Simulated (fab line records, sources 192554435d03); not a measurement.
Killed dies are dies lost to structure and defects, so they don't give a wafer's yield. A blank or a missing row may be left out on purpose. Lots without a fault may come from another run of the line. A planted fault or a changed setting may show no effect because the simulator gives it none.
Chamber matching | flow n5_finfet | N5_BEOL_M6_ETCH_62 on rie_diel-01: 4 sister chambers
The step etches SOC in N2/H2, target depth 110 nm, overetch 22 nm, time 165 s. 4 wafers are shown with their chamber, then 8 later ones without.

WAFERS WITH THEIR CHAMBER
wafer  | chamber | showerhead_plenum_p_Torr (Torr)
L086.3 | 2       | 2.45
L086.4 | 0       | 2.67
L086.6 | 1       | 2.49
L089.1 | 3       | 2.50

WAFERS WITHOUT THEIR CHAMBER
wafer  | showerhead_plenum_p_Torr (Torr)
L089.3 | 2.45
L089.6 | 2.66
L093.2 | 2.50
L093.5 | 2.50
L093.6 | 2.66
L095.1 | 2.66
L095.2 | 2.44
L095.3 | 2.50

WHICH CHAMBER EACH WENT THROUGH
wafer  | from the rows above     | in truth
L089.3 | 2                       | 2
L089.6 | 0                       | 0
L093.2 | can't be placed: 3 or 1 | 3
L093.5 | can't be placed: 3 or 1 | 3
L093.6 | 0                       | 0
L095.1 | 0                       | 0
L095.2 | 2                       | 2
L095.3 | can't be placed: 3 or 1 | 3
Placed correctly: 5 of 8. Can't be placed from these rows: 3 (the true chamber is among the candidates in 3). Placed wrongly: 0.
How it was worked out, from the rows above alone: a wafer's distance from a chamber is the root of the sum, over the readings, of the square of ((its reading less the chamber's mean) divided by the reading's scatter). The wafer belongs to the nearest chamber; if the next one is less than 2 further off, it can't be placed. A chamber's mean is the mean of its shown wafers. The scatter: with one shown wafer a chamber, the root of the mean of the squares of how far each hidden wafer lies from its nearest shown one.
